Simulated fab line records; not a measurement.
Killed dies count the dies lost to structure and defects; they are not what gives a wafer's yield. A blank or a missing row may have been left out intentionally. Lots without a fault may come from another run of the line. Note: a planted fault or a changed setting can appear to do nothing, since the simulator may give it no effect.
Matching of chambers :: flow n5 finfet :: N5_MOL_CONTACT_COAG_DESCUM_88 on rie diel-01 has 4 sister chambers
The step chemistry O2, time 7 s. 4 wafers are shown with their chamber, then 12 later ones without.

## EACH WAFER AND ITS CHAMBER
wafer: L082.5
chamber: 1
showerhead plenum p Torr (Torr): 2.15

wafer: L087.1
chamber: 0
showerhead plenum p Torr (Torr): 2.05

wafer: L087.5
chamber: 2
showerhead plenum p Torr (Torr): 1.97

wafer: L087.6
chamber: 3
showerhead plenum p Torr (Torr): 2.14

## WAFERS MISSING THEIR CHAMBER
wafer: L088.2
showerhead plenum p Torr (Torr): 1.97

wafer: L088.3
showerhead plenum p Torr (Torr): 2.15

wafer: L088.5
showerhead plenum p Torr (Torr): 2.15

wafer: L089.1
showerhead plenum p Torr (Torr): 2.05

wafer: L089.3
showerhead plenum p Torr (Torr): 2.14

wafer: L089.4
showerhead plenum p Torr (Torr): 1.96

wafer: L092.4
showerhead plenum p Torr (Torr): 2.05

wafer: L092.5
showerhead plenum p Torr (Torr): 2.14

wafer: L092.6
showerhead plenum p Torr (Torr): 2.05

wafer: L095.1
showerhead plenum p Torr (Torr): 2.13

wafer: L095.3
showerhead plenum p Torr (Torr): 2.14

wafer: L095.5
showerhead plenum p Torr (Torr): 2.05

## WHICH CHAMBER EACH ONE RAN IN
wafer: L088.2
from the rows above: 2
in truth: 2

wafer: L088.3
from the rows above: 1
in truth: 1

wafer: L088.5
from the rows above: 1
in truth: 1

wafer: L089.1
from the rows above: 0
in truth: 0

wafer: L089.3
from the rows above: 3
in truth: 3

wafer: L089.4
from the rows above: 2
in truth: 2

wafer: L092.4
from the rows above: 0
in truth: 0

wafer: L092.5
from the rows above: 3
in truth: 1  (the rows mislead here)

wafer: L092.6
from the rows above: 0
in truth: 0

wafer: L095.1
from the rows above: 3
in truth: 3

wafer: L095.3
from the rows above: 3
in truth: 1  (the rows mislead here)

wafer: L095.5
from the rows above: 0
in truth: 0
10 of 12 placed correctly. Can't be placed from these rows: 0. Placed wrongly: 2.
How it was worked out, from the rows above alone: a wafer's distance from a chamber is the root of the sum, over the readings, of the square of ((its reading less the chamber's mean) divided by the reading's scatter). If the next closest chamber is less than 2 further off than the closest, the wafer can't be placed; otherwise it belongs to the closest. The mean given for a chamber averages the wafers shown for that chamber. The scatter: with one shown wafer a chamber, the root of the mean of the squares of how far each hidden wafer lies from its nearest shown one.
